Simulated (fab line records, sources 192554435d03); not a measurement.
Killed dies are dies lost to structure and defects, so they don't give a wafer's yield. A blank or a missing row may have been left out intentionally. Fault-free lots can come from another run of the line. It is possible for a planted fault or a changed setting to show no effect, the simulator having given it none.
fab line records    flow n5_finfet
[record] lots = 7  wafers = 21  last_day = 17
route steps=1938 shown WELL_APT@50 PMOS_HMC_CHANNEL_EPI@57 PASSIVATION@1936
lots untouched by any fault: they come from a run of this same line in which no faults occurred
start_h: the number of hours between the record's first day and the start of the first shown wafer of the lot    wait_h: hours from the lot's prior step to this one    " identical to the entry in the row above    L1.1+2: several wafers, shown together as one row    - value missing, or start not given    * or withheld: withheld    < > ~ a bound
route shown NAME@n: names a module that has steps shown in the file, with the first one's number in the route    usual: mean/standard deviation taken from wafers without a fault    same: alike in all rows    chamber/n: place in a boat    sites: the reading at each site    _std_site: standard deviation across them    _edge_site: the outer-site mean with the inner-site mean subtracted    radius_mm: how far each site lies from the wafer's centre    mask NAME#n: copy n    behind: the tool/chamber that last shaped the wafer    hold: the reason the lot was held/the length of the hold in hours/how it ended    device: the n, p or np transistor that did not switch    end of line: tests of these same wafers at the route's end    a step without rows: its recipe alone    killed: the dies lost at the first sort to structure and to defects; this is not the yield of the wafer    map: the dies of a wafer, with x for killed, . for not killed, _ for no die there
set.NAME: the run value of the setting; set.NAME@STEP: its run value at that earlier step    model.NAME: the simulator's own value behind a step, which no gauge read
lots seen at some steps along the route; tables by step, rows by wafer
services: the hour from which a tool's chamber was out of use, counted from the record's first day as start_h (under 0 if before that day), plus the number of hours and why
[[steps]]
[step N5_WELL_APT_RTA_34]
[recipe] temp_c = 1000  time_s = 10  ambient = N2  idle_temp_c = 600  ramp_up_c_per_s = 150  ramp_down_c_per_s = 60  cool_to_c = 600
[usual] lamp_power_pct = 13.00/0.051  lamp_zone_2_pct = 12.994/0.025  wafer_temp_C_max = 1003.6/0.96
lot.wafer  tool           chamber  start_h  wait_h  lamp_power_pct  lamp_zone_2_pct  wafer_temp_C_max
L606.3     rtp_anneal-02  0        16.51    0.1     13.05           12.990           1003.9
L606.4     "              0        "        "       12.93           12.951           1003.6
L606.6     "              0        "        "       13.05           12.981           1002.5
L608.3     rtp_anneal-02  0        27.93    0.1     13.03           13.034           1006.0
L608.5     "              0        "        "       12.97           12.975           1001.5
L608.6     "              0        "        "       12.99           13.042           1003.2
L611.2     rtp_anneal-02  0        46.17    0.3     12.92           13.026           1004.6
L611.3     "              0        "        "       12.94           12.980           1004.5
L611.5     "              0        "        "       12.95           13.028           1005.7
L613.1     rtp_anneal-02  0        58.49    0.0     13.00           12.965           1004.8
L613.2     "              0        "        "       13.03           12.989           1003.8
L613.6     "              0        "        "       13.03           13.015           1004.8
L614.3     rtp_anneal-02  0        65.66    0.1     13.11           13.000           1003.5
L614.4     "              0        "        "       13.08           13.013           1002.4
L614.5     "              0        "        "       13.01           13.025           1004.6
L622.1     rtp_anneal-01  0        112.31   0.1     13.01           13.037           1004.4
L622.2     "              0        "        "       12.99           12.974           1005.8
L622.4     "              0        "        "       13.09           13.007           1003.5
L627.1     rtp_anneal-02  0        142.23   0.2     13.08           12.984           1002.3
L627.2     "              0        "        "       13.00           13.018           1004.1
L627.4     "              0        "        "       13.03           13.022           1002.1
[step N5_WELL_APT_OXIDE_STRIP_42]
[recipe] chemistry = dHF  dilution = 25:1  time_s = 45  temp_c = 25  target = SiO2  target_depth_a = 120
[step N5_WELL_APT_PRECLEAN_36]
[recipe] chemistry = O3/DIW  time_s = 45  temp_c = 22  o3_ppm = 10
[step N5_WELL_APT_PRECLEAN_39]
[recipe] chemistry = dHF  time_s = 60  dilution = 150:1  temp_c = 25
[step N5_WELL_APT_SRD_37]
[recipe] dry = ipa_marangoni  do_ppb = 5  time_s = 30  temp_c = 23  rinse_liquid = diw
[step N5_WELL_APT_EPI_41]
[recipe] material = Si  target_thk_a = 500  temp_c = 650  precursor = SiH4/H2  pressure_torr = 20  time_s = 297.7
[usual] throttle_valve_pct = 11.2/0.61
lot.wafer  tool          chamber  start_h  wait_h  throttle_valve_pct
L606.3     epi_rpcvd-04  0        16.98    0.3     12.1
L606.4     "             0        "        "       11.9
L606.6     "             0        "        "       11.7
L608.3     epi_rpcvd-01  0        28.33    0.2     10.5
L608.5     "             0        "        "       10.6
L608.6     "             0        "        "       10.4
L611.2     epi_rpcvd-04  0        46.52    0.2     11.8
L611.3     "             0        "        "       12.0
L611.5     "             0        "        "       11.9
L613.1     epi_rpcvd-01  0        58.72    0.0     10.5
L613.2     "             0        "        "       10.5
L613.6     "             0        "        "       10.6
L614.3     epi_rpcvd-02  0        66.21    0.3     11.1
L614.4     "             0        "        "       10.9
L614.5     "             0        "        "       10.7
L622.1     epi_rpcvd-04  0        112.55   0.0     11.8
L622.2     "             0        "        "       11.8
L622.4     "             0        "        "       11.5
L627.1     epi_rpcvd-01  0        142.47   0.0     10.4
L627.2     "             0        "        "       10.5
L627.4     "             0        "        "       10.8
[step N5_WELL_APT_INSPECT_38]
[recipe] inspect_instrument = darkfield  mode = post_epi
[usual] raw_defect_count = 13/5.8
lot.wafer  tool               chamber  start_h  wait_h  raw_defect_count
L606.3     defect_inspect-02  -        17.55    0.4     38
L606.4     "                  -        "        "       13
L606.6     "                  -        "        "       12
L608.3     defect_inspect-02  -        28.77    0.3     16
L608.5     "                  -        "        "       13
L608.6     "                  -        "        "       13
L611.2     defect_inspect-01  -        47.22    0.6     11
L611.3     "                  -        "        "       4
L611.5     "                  -        "        "       15
L613.1     defect_inspect-01  -        59.36    0.5     13
L613.2     "                  -        "        "       18
L613.6     "                  -        "        "       13
L614.3     defect_inspect-02  -        66.78    0.4     28
L614.4     "                  -        "        "       16
L614.5     "                  -        "        "       21
L622.1     defect_inspect-02  -        113.19   0.5     14
L622.2     "                  -        "        "       17
L622.4     "                  -        "        "       4
L627.1     defect_inspect-02  -        143.93   1.2     5
L627.2     "                  -        "        "       13
L627.4     "                  -        "        "       8
[step N5_PMOS_HMC_CHANNEL_EPI_HM_DEP_34]
[recipe] material = SiO2  target_thk_a = 360  temp_c = 400  precursor = TEOS/O2  pressure_torr = 6.5  rf_w = 900  teos_flow_sccm = 161.4  gas = O2  flow_sccm = 2650  time_s = 6.9
[usual] heater_power_w = 566/150  showerhead_plenum_p_Torr = 8.35/0.042  throttle_valve_pct = 18.2/0.91
lot.wafer  tool      chamber  start_h  wait_h  heater_power_w  showerhead_plenum_p_Torr  throttle_valve_pct
L606.3     pecvd-02  0        17.59    0.0     378             8.41                      18.3
L606.4     "         1        "        "       464             8.36                      18.9
L606.6     "         2        "        "       754             8.35                      16.4
L608.3     pecvd-03  2        28.81    0.0     680             8.33                      17.5
L608.5     "         0        "        "       478             8.40                      18.1
L608.6     "         2        "        "       682             8.32                      17.5
L611.2     pecvd-03  1        47.26    0.0     792             8.32                      19.3
L611.3     "         0        "        "       549             8.40                      17.8
L611.5     "         1        "        "       817             8.30                      19.5
L613.1     pecvd-02  0        59.40    0.0     397             8.39                      18.1
L613.2     "         2        "        "       615             8.36                      16.4
L613.6     "         2        "        "       603             8.36                      16.4
L614.3     pecvd-02  1        66.83    0.0     513             8.36                      19.4
L614.4     "         0        "        "       463             8.40                      18.9
L614.5     "         0        "        "       451             8.39                      18.3
L622.1     pecvd-03  1        113.22   0.0     774             8.31                      19.7
L622.2     "         0        "        "       535             8.40                      18.3
L622.4     "         0        "        "       541             8.41                      18.0
L627.1     pecvd-03  0        143.97   0.0     464             8.41                      18.0
L627.2     "         2        "        "       637             8.35                      17.7
L627.4     "         2        "        "       661             8.33                      17.7
[step N5_PMOS_HMC_CHANNEL_EPI_COAT_31]
[recipe] resist = BARC  temp_c = 205  time_s = 60  spin_rpm = 1500  resist_thk_nm = 66
[step N5_PMOS_HMC_CHANNEL_EPI_COAT_03]
[recipe] resist = CAR-ArF-block  spin_rpm = 1500  resist_thk_nm = 205
[step N5_PMOS_HMC_CHANNEL_EPI_EBR_05]
[recipe] solvent = PGMEA  ebr_width_mm = 1.5
[step N5_PMOS_HMC_CHANNEL_EPI_SOFTBAKE_04]
[recipe] temp_c = 110  time_s = 60  resist = CAR-ArF-block
[step N5_PMOS_HMC_CHANNEL_EPI_EXPOSE_06]
[recipe] mask_id = PMOS_HMC_BLK  na = 1.35  source_shape = conventional  sigma_outer = 0.8  polarization = unpolarized  target_cd_nm = 240  dose_mj = 41
[usual] exposure_dose_mJ_cm2 = 40.99/0.046
[same] na = 1.35
lot.wafer  tool             chamber  start_h  wait_h  mask            exposure_dose_mJ_cm2
L606.3     arfi_scanner-03  0        17.88    -       PMOS_HMC_BLK#0  41.00
L606.4     "                0        "        "       PMOS_HMC_BLK#0  40.91
L606.6     "                0        "        "       PMOS_HMC_BLK#0  40.97
L608.3     arfi_scanner-03  0        28.97    -       PMOS_HMC_BLK#0  41.66
L608.5     "                0        "        "       PMOS_HMC_BLK#0  41.63
L608.6     "                0        "        "       PMOS_HMC_BLK#0  41.58
L611.2     arfi_scanner-03  0        47.54    -       PMOS_HMC_BLK#0  41.45
L611.3     "                0        "        "       PMOS_HMC_BLK#0  41.46
L611.5     "                0        "        "       PMOS_HMC_BLK#0  41.57
L613.1     arfi_scanner-03  0        59.68    -       PMOS_HMC_BLK#0  41.47
L613.2     "                0        "        "       PMOS_HMC_BLK#0  41.36
L613.6     "                0        "        "       PMOS_HMC_BLK#0  41.37
L614.3     arfi_scanner-02  0        67.12    -       PMOS_HMC_BLK#0  41.07
L614.4     "                0        "        "       PMOS_HMC_BLK#0  41.06
L614.5     "                0        "        "       PMOS_HMC_BLK#0  40.98
L622.1     arfi_scanner-02  0        113.38   -       PMOS_HMC_BLK#0  40.98
L622.2     "                0        "        "       PMOS_HMC_BLK#0  41.00
L622.4     "                0        "        "       PMOS_HMC_BLK#0  41.02
L627.1     arfi_scanner-01  0        144.12   -       PMOS_HMC_BLK#0  40.96
L627.2     "                0        "        "       PMOS_HMC_BLK#0  40.93
L627.4     "                0        "        "       PMOS_HMC_BLK#0  40.87
[step N5_PMOS_HMC_CHANNEL_EPI_PEB_07]
[recipe] peb_temp_c = 110  peb_time_s = 60  resist = CAR-ArF-block
[step N5_PASSIVATION_PROBE_49]
[usual] killed_at_M0_to_M3 = 34/11  killed_at_M4_up = 14/5.7  killed_at_contacts = 14/6.9  killed_at_front_end = 40/11  killed_at_other = 4/3.1  killed_dies = 105/17  killed_open = 70/13  killed_short = 34/7.6
[same] gross_dies = 1180  killed_at_back_side = 0
lot.wafer  tool       chamber  start_h  wait_h  killed_at_M0_to_M3  killed_at_M4_up  killed_at_contacts  killed_at_front_end  killed_at_other  killed_dies  killed_open  killed_short
L606.3     prober-02  -        266.91   0.1     31                  17               10                  42                   5                105          80           24
L606.4     prober-02  -        266.96   0.2     40                  27               16                  40                   9                132          99           31
L606.6     prober-02  -        267.06   0.3     45                  19               6                   49                   4                123          81           40
L611.2     prober-01  -        311.04   0.1     43                  18               12                  35                   2                110          75           35
L611.3     prober-01  -        311.09   0.1     38                  18               18                  15                   5                94           61           32
L611.5     prober-01  -        311.19   0.2     31                  9                18                  39                   4                101          76           25
L614.3     prober-02  -        330.45   0.1     27                  8                24                  67                   5                131          91           39
L614.4     prober-02  -        330.50   0.2     24                  13               14                  52                   2                105          68           37
L614.5     prober-02  -        330.55   0.2     29                  13               11                  37                   6                96           56           38
L622.1     prober-01  -        374.76   0.0     37                  17               19                  37                   1                111          78           32
L622.2     prober-01  -        374.81   0.1     44                  16               11                  51                   0                122          86           36
L622.4     prober-01  -        374.91   0.2     39                  19               11                  31                   3                103          66           36
L627.1     prober-01  -        410.97   0.0     25                  23               25                  41                   2                116          76           39
L627.2     prober-01  -        411.02   0.1     35                  21               16                  35                   3                110          80           28
L627.4     prober-01  -        411.12   0.2     24                  18               16                  53                   5                116          81           33
// killed by level:class
L606.3 STI_FIN_REVEAL:geometric_particle:open=11 GATE_CUT:geometric_particle:open=11 BEOL_M4:geometric_particle:open=10 BEOL_M0_SAQP:geometric_particle:open=8 MOL_CONTACT_COAG:geometric_particle:open=8 BEOL_M3:geometric_particle:open=7 BEOL_M0_SAQP:geometric_particle:short=6 FIN_SAQP:geometric_particle:open=5
L606.4 BEOL_M4:geometric_particle:open=20 STI_FIN_REVEAL:geometric_particle:open=15 MOL_CONTACT_COAG:geometric_particle:open=12 BEOL_M0_SAQP:geometric_particle:open=11 FIN_SAQP:geometric_particle:open=9 BEOL_M1:geometric_particle:open=9 BEOL_M3:geometric_particle:open=8 BEOL_M0_SAQP:geometric_particle:short=5
L606.6 FIN_SAQP:geometric_particle:open=18 BEOL_M0_SAQP:geometric_particle:short=11 BEOL_M0_SAQP:geometric_particle:open=8 FIN_SAQP:geometric_particle:short=7 MOL_CONTACT_COAG:geometric_particle:open=6 BEOL_M3:geometric_particle:open=6 BEOL_M1:geometric_particle:open=6 BEOL_M2:geometric_particle:open=6
L611.2 BEOL_M2:geometric_particle:open=11 BEOL_M0_SAQP:geometric_particle:short=11 BEOL_M0_SAQP:geometric_particle:open=10 MOL_CONTACT_COAG:geometric_particle:open=9 BEOL_M4:geometric_particle:open=9 STI_FIN_REVEAL:geometric_particle:open=7 BEOL_M3:geometric_particle:open=6 FIN_SAQP:geometric_particle:short=5
L611.3 MOL_CONTACT_COAG:geometric_particle:open=12 BEOL_M0_SAQP:geometric_particle:open=11 BEOL_M0_SAQP:geometric_particle:short=11 BEOL_M4:geometric_particle:open=7 BEOL_M2:geometric_particle:open=6 MOL_CONTACT_COAG:geometric_particle:short=6 BEOL_M3:geometric_particle:open=6 FIN_SAQP:geometric_particle:short=4
L611.5 MOL_CONTACT_COAG:geometric_particle:open=16 STI_FIN_REVEAL:geometric_particle:open=12 BEOL_M0_SAQP:geometric_particle:short=12 FIN_SAQP:geometric_particle:open=8 BEOL_M0_SAQP:geometric_particle:open=8 STI_FIN_REVEAL:geometric_particle:short=3 BEOL_M2:geometric_particle:open=3 BEOL_M3:geometric_particle:open=3
L614.3 STI_FIN_REVEAL:geometric_particle:open=22 MOL_CONTACT_COAG:geometric_particle:open=20 FIN_SAQP:geometric_particle:short=13 FIN_SAQP:geometric_particle:open=12 BEOL_M0_SAQP:geometric_particle:open=7 BEOL_M0_SAQP:geometric_particle:short=5 BEOL_M2:geometric_particle:open=5 BEOL_M3:geometric_particle:open=5
L614.4 MOL_CONTACT_COAG:geometric_particle:open=13 FIN_SAQP:geometric_particle:short=10 BEOL_M2:geometric_particle:open=8 STI_FIN_REVEAL:geometric_particle:open=7 BEOL_M0_SAQP:geometric_particle:open=7 STARTING-WAFER:geometric_particle:open=6 FIN_SAQP:geometric_particle:open=5 GATE_CUT:geometric_particle:short=4
L614.5 FIN_SAQP:geometric_particle:short=13 BEOL_M0_SAQP:geometric_particle:short=9 MOL_CONTACT_COAG:geometric_particle:open=8 FIN_SAQP:geometric_particle:open=7 STI_FIN_REVEAL:geometric_particle:open=7 BEOL_M0_SAQP:geometric_particle:open=5 BEOL_M2:geometric_particle:open=5 BEOL_M4:geometric_particle:open=5
L622.1 MOL_CONTACT_COAG:geometric_particle:open=16 BEOL_M3:geometric_particle:open=11 BEOL_M4:geometric_particle:open=10 ILD0:geometric_particle:short=7 BEOL_M0_SAQP:geometric_particle:open=7 STI_FIN_REVEAL:geometric_particle:open=5 FIN_SAQP:geometric_particle:short=4 DUMMY_GATE:geometric_particle:open=4
L622.2 BEOL_M3:geometric_particle:open=10 ILD0:geometric_particle:open=9 MOL_CONTACT_COAG:geometric_particle:open=9 BEOL_M1:geometric_particle:open=9 BEOL_M2:geometric_particle:open=8 FIN_SAQP:geometric_particle:short=6 ILD0:geometric_particle:short=6 BEOL_M0_SAQP:geometric_particle:open=6
L622.4 BEOL_M4:geometric_particle:open=12 BEOL_M3:geometric_particle:open=11 MOL_CONTACT_COAG:geometric_particle:open=9 FIN_SAQP:geometric_particle:open=8 FIN_SAQP:geometric_particle:short=7 BEOL_M0_SAQP:geometric_particle:short=6 BEOL_M0_SAQP:geometric_particle:open=5 BEOL_M1:geometric_particle:open=5
L627.1 MOL_CONTACT_COAG:geometric_particle:open=18 STI_FIN_REVEAL:geometric_particle:open=12 BEOL_M4:geometric_particle:open=8 MOL_CONTACT_COAG:geometric_particle:short=7 BEOL_M4:geometric_particle:short=6 FIN_SAQP:geometric_particle:short=5 DUMMY_GATE:geometric_particle:open=5 BEOL_M0_SAQP:geometric_particle:short=5
L627.2 MOL_CONTACT_COAG:geometric_particle:open=15 BEOL_M4:geometric_particle:open=13 BEOL_M0_SAQP:geometric_particle:open=10 STI_FIN_REVEAL:geometric_particle:open=9 FIN_SAQP:geometric_particle:short=8 BEOL_M1:geometric_particle:open=7 FIN_SAQP:geometric_particle:open=6 BEOL_M0_SAQP:geometric_particle:short=6
L627.4 STI_FIN_REVEAL:geometric_particle:open=26 MOL_CONTACT_COAG:geometric_particle:open=13 STI_FIN_REVEAL:geometric_particle:short=7 BEOL_M0_SAQP:geometric_particle:short=7 BEOL_M0_SAQP:geometric_particle:open=7 BEOL_M4:geometric_particle:open=7 GATE_CUT:geometric_particle:short=6 BEOL_M1:geometric_particle:open=4
[[services]]
tool             chamber  start_h  hours  kind
arfi_scanner-01  -        -7.46    6.7    repair
arfi_scanner-03  -        -7.05    0.2    repair
arfi_scanner-02  -        3.83     1.0    pm
arfi_scanner-01  -        5.73     10.7   repair
arfi_scanner-02  -        11.90    18.9   repair
epi_rpcvd-02     -        20.16    0.5    pm
epi_rpcvd-04     -        27.23    0.5    pm
arfi_scanner-03  -        31.90    1.0    pm
arfi_scanner-01  -        36.57    1.3    pm
arfi_scanner-02  -        42.05    0.8    pm
epi_rpcvd-02     -        45.33    1.3    repair
arfi_scanner-03  -        52.55    0.8    pm
arfi_scanner-02  -        58.00    3.8    repair
pecvd-02         2        66.01    7.8    repair
arfi_scanner-02  -        69.04    3.1    pm
arfi_scanner-03  -        78.87    1.0    pm
arfi_scanner-03  -        96.96    1.3    pm
arfi_scanner-03  -        101.22   6.1    repair
arfi_scanner-02  -        108.73   1.3    pm
arfi_scanner-03  -        112.14   2.0    repair
arfi_scanner-03  -        123.82   1.5    pm
pecvd-02         0        128.09   4.4    repair
arfi_scanner-03  -        137.11   4.9    pm
arfi_scanner-02  -        142.95   2.5    repair
[[key]]
[first_sign] step = N5_PMOS_HMC_CHANNEL_EPI_EXPOSE_06  reading = exposure_dose_mJ_cm2  direction = up  sigmas = 11  usual = 40.99  struck = 41.51
effect none on later readings
met_at N5_PMOS_HMC_CHANNEL_EPI_EXPOSE_06
struck_wafers L608.3,L608.5,L608.6,L611.2,L611.3,L611.5,L613.1,L613.2,L613.6
rows_end L608.3,L608.5,L608.6,L613.1,L613.2,L613.6
tester_left_out L611
[loop_trim] step = N5_PMOS_HMC_CHANNEL_EPI_EXPOSE_06  setting = dose  lots = L611,L613
onset_between 17.88 28.97
[fault] kind = process_parameter_drift  tool = arfi_scanner-03  chamber = -  onset_h = 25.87  steps = N5_PMOS_HMC_CHANNEL_EPI_EXPOSE_06  channel = dose_mj  offset = 0.66039  shape = step  acts_in = these_recipes_only  stated = 41
// tester_left_out: of these lots the tester's yield and bins aren't shown, on N5 and GAA mostly nor the transistor test; their killed dies are dies lost to structure and defects alone, not to doping, threshold or leakage, so they don't give the yield
// rows_end: these wafers met a further fault down the route, and their rows from its step on are left out
// loop_trim: a control loop set the setting to another value than it would have without faults
